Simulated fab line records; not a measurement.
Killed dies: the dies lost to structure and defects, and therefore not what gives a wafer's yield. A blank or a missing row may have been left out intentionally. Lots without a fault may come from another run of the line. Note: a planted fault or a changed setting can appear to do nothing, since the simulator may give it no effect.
Code-filled problem report in 8D (eight disciplines) form + flow n5_finfet + the parts of the form that need people (team, actions taken, sign-off) are left out

1. THE PROBLEM
At N5_PASSIVATION_PROBE_49, killed_at_front_end averages 153 over 6 wafers from 2 lots, while fault-free wafers read 43, standard deviation 11. That puts it +10 standard deviations away from the usual mean.
Seen first at day 15 00:41 on prober-01, wafer L489.2. The record holds 6 wafers of 2 lots with a number at this step. Rule for "out" (also "out of limits"): further than 4 standard deviations from the usual mean. Any other wafer with a number is counted as sound.

2. WHAT THIS IS AND IS NOT
| question                    | is                     | is not                                                                          |
|-----------------------------|------------------------|---------------------------------------------------------------------------------|
| which readings at this step | killed_at_front_end    | killed_at_M0_to_M3, killed_at_M4_up, killed_at_other, killed_open, killed_short |
| which lots                  | L489, L490             | -                                                                               |
| which wafers of those lots  | all that have a number | -                                                                               |
| read on which tools         | prober-01              | -                                                                               |
| when                        | from day 15 00:41      | up to then (0 sound wafers)                                                     |

3. SUSPECTS, AND WHAT RULES EACH OUT
Counting: any tool at a process step up to the reading is kept as a suspect provided that every lot that is out went through it and no sound lot did after the first of them.
- wet_bench-04 at N5_HKMG_FIN_WET_ETCH_87 (etches TiN in SC1, time 154.2 s, target depth 4.7 nm, rinse time 30 s): kept. It ran every lot that is out, first L489 (day 6 16:34), and no sound lot after that.
- prober-01 at N5_PASSIVATION_PROBE_49: kept. It ran every lot that is out, first L489 (day 15 00:41), and no sound lot after that. Out on those wafers are its own readings of killed_at_front_end.
Remaining after the count are wet_bench-04 at N5_HKMG_FIN_WET_ETCH_87 and prober-01 at N5_PASSIVATION_PROBE_49.

4. THE CAUSE (what the simulator had put in)
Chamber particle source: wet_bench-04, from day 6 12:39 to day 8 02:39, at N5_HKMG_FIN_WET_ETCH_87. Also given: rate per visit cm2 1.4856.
Of the 2 suspects that counting leaves, this tool is one.

5. SEQUENCE OF EFFECTS, ordered by route
Each row: a reading where the mean over the struck wafers with a number is more than 3 standard deviations away from the usual. Only readings whose record carries a usual standard deviation are examined. hours: median over the lots of the time between each lot's start at the first step of this table that gives one and its start at this step. sigmas: the change, counted in usual standard deviations.
| hours | step                    | reading              | usual  | on struck wafers | change | sigmas |
|-------|-------------------------|----------------------|--------|------------------|--------|--------|
| 0     | N5_PASSIVATION_PROBE_49 | defect_limited_yield | 90.9 % | 81.6             | -9.3   | -5.8   |
| 0     | N5_PASSIVATION_PROBE_49 | killed_at_front_end  | 43     | 153              | +110   | +10    |
| 0     | N5_PASSIVATION_PROBE_49 | killed_dies          | 107    | 217              | +110   | +5.8   |
| 0     | N5_PASSIVATION_PROBE_49 | killed_on_rim        | 14     | 26               | +12    | +3.2   |
| 0     | N5_PASSIVATION_PROBE_49 | sort_bin_5_function  | 5.3 %  | 10.8             | +5.5   | +5.0   |
| 0     | N5_PASSIVATION_PROBE_49 | sort_n_pass          | 1073   | 963              | -110   | -5.8   |
| 0     | N5_PASSIVATION_PROBE_49 | sort_yield_pct       | 90.9 % | 81.6             | -9.3   | -5.8   |
Here are the process steps it includes:
- N5_PASSIVATION_PROBE_49

6. HOW IT WOULD HAVE BEEN CAUGHT EARLIER
In this record no reading fell out of limits until day 15 00:41, 204 hours after the fault had begun at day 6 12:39.
Of the tool readings at N5_HKMG_FIN_WET_ETCH_87 for which the record gives a usual standard deviation, none was out on any struck wafer, so an alarm limit of 4 standard deviations on them would not have fired.
All the lots that are out (2) had begun N5_HKMG_FIN_WET_ETCH_87 on wet_bench-04 by day 15 00:41. Tool hold at that time: it would have spared none of them.
